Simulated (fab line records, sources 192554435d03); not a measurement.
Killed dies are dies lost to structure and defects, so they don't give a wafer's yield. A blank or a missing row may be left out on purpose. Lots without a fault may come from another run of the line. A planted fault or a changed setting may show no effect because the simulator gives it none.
Chamber matching | flow n5_finfet | N5_BEOL_M2_ILD_DEP_00 on pecvd-01: 3 sister chambers
The step deposits SiOC from DEMS/O2, target thk 79 nm, time 15.3 s. 3 wafers are shown with their chamber, then 11 later ones without.

WAFERS WITH THEIR CHAMBER
wafer  | chamber | throttle_valve_pct (%)
L089.2 | 2       | 10.6
L089.6 | 0       | 12.4
L091.1 | 1       | 11.9

WAFERS WITHOUT THEIR CHAMBER
wafer  | throttle_valve_pct (%)
L091.4 | 12.8
L091.5 | 11.8
L092.1 | 11.7
L092.2 | 12.8
L092.3 | 12.6
L094.1 | 10.9
L094.4 | 11.7
L094.5 | 10.9
L097.2 | 12.9
L097.4 | 11.3
L097.5 | 12.7

WHICH CHAMBER EACH WENT THROUGH
wafer  | from the rows above          | in truth
L091.4 | can't be placed: 0 or 1      | 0
L091.5 | can't be placed: 1 or 0      | 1
L092.1 | can't be placed: 1 or 0      | 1
L092.2 | can't be placed: 0 or 1      | 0
L092.3 | can't be placed: 0 or 1      | 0
L094.1 | 2                            | 2
L094.4 | can't be placed: 1 or 0      | 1
L094.5 | 2                            | 2
L097.2 | can't be placed: 0 or 1      | 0
L097.4 | can't be placed: 1 or 2 or 0 | 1
L097.5 | can't be placed: 0 or 1      | 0
Placed correctly: 2 of 11. Can't be placed from these rows: 9 (the true chamber is among the candidates in 9). Placed wrongly: 0.
How it was worked out, from the rows above alone: a wafer's distance from a chamber is the root of the sum, over the readings, of the square of ((its reading less the chamber's mean) divided by the reading's scatter). The wafer belongs to the nearest chamber; if the next one is less than 2 further off, it can't be placed. A chamber's mean is the mean of its shown wafers. The scatter: with one shown wafer a chamber, the root of the mean of the squares of how far each hidden wafer lies from its nearest shown one.
